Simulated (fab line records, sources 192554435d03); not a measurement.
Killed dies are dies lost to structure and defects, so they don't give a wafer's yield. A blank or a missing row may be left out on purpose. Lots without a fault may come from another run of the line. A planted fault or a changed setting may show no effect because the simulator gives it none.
Chamber matching | flow n5_finfet | N5_MOL_CONTACT_COAG_ETCH_110 on rie_diel-01: 4 sister chambers
The step etches Si in CF4/O2, target depth 2.5 nm, time 8 s. 4 wafers are shown with their chamber, then 7 later ones without.

WAFERS WITH THEIR CHAMBER
wafer  | chamber | drypump_motor_current_A (A)
L351.2 | 1       | 5.6
L351.6 | 2       | 5.1
L355.1 | 3       | 6.2
L355.2 | 0       | 5.7

WAFERS WITHOUT THEIR CHAMBER
wafer  | drypump_motor_current_A (A)
L355.4 | 5.0
L357.3 | 6.2
L357.4 | 6.2
L357.6 | 5.6
L363.1 | 5.6
L363.3 | 5.6
L363.6 | 5.6

WHICH CHAMBER EACH WENT THROUGH
wafer  | from the rows above | in truth
L355.4 | 2                   | 2
L357.3 | 3                   | 3
L357.4 | 3                   | 3
L357.6 | 1                   | 1
L363.1 | 1                   | 1
L363.3 | 1                   | 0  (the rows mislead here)
L363.6 | 1                   | 1
Placed correctly: 6 of 7. Can't be placed from these rows: 0. Placed wrongly: 1.
How it was worked out, from the rows above alone: a wafer's distance from a chamber is the root of the sum, over the readings, of the square of ((its reading less the chamber's mean) divided by the reading's scatter). The wafer belongs to the nearest chamber; if the next one is less than 2 further off, it can't be placed. A chamber's mean is the mean of its shown wafers. The scatter: with one shown wafer a chamber, the root of the mean of the squares of how far each hidden wafer lies from its nearest shown one.
